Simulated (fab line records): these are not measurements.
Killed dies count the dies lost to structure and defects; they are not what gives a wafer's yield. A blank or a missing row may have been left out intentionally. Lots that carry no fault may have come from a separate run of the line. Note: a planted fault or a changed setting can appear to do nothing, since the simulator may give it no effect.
Matching of chambers / flow n5 finfet / N5_BEOL_M9_CURE_72 on uv cure-02 has 3 sister chambers
The step cures SiCOH lowk, time 120 s. 3 wafers are shown with their chamber, then 10 later ones without.

WAFERS WITH THEIR CHAMBER
wafer=L078.5; chamber=0; wafer_temp_C_max=371.1
wafer=L084.6; chamber=1; wafer_temp_C_max=372.0
wafer=L094.2; chamber=2; wafer_temp_C_max=371.6

WAFERS WITH NO CHAMBER GIVEN
wafer=L094.6; wafer_temp_C_max=372.3
wafer=L094.3; wafer_temp_C_max=372.8
wafer=L094.4; wafer_temp_C_max=372.1
wafer=L094.5; wafer_temp_C_max=372.3
wafer=L096.1; wafer_temp_C_max=371.4
wafer=L096.2; wafer_temp_C_max=371.7
wafer=L096.4; wafer_temp_C_max=371.6
wafer=L096.3; wafer_temp_C_max=371.6
wafer=L096.5; wafer_temp_C_max=372.0
wafer=L096.6; wafer_temp_C_max=372.2

CHAMBER TAKEN BY EACH
wafer=L094.6; from the rows above=can't be placed: 1 or 2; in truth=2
wafer=L094.3; from the rows above=can't be placed: 1 or 2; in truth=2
wafer=L094.4; from the rows above=can't be placed: 1 or 2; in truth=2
wafer=L094.5; from the rows above=can't be placed: 1 or 2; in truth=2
wafer=L096.1; from the rows above=can't be placed: 2 or 0 or 1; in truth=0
wafer=L096.2; from the rows above=can't be placed: 2 or 1 or 0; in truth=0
wafer=L096.4; from the rows above=can't be placed: 2 or 1 or 0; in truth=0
wafer=L096.3; from the rows above=can't be placed: 2 or 1 or 0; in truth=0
wafer=L096.5; from the rows above=can't be placed: 1 or 2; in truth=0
wafer=L096.6; from the rows above=can't be placed: 1 or 2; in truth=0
Correct placement for 0 of the 10. Unplaceable from these rows: 10, with the true chamber sitting among the candidates in 8. 0 placed wrongly.
How it was worked out, from the rows above alone: a wafer's distance from a chamber is the root of the sum, over the readings, of the square of ((its reading less the chamber's mean) divided by the reading's scatter). If the next closest chamber is less than 2 further off than the closest, the wafer can't be placed; otherwise it belongs to the closest. For every chamber, the mean is computed from those of its wafers that are shown. The scatter: with one shown wafer a chamber, the root of the mean of the squares of how far each hidden wafer lies from its nearest shown one.
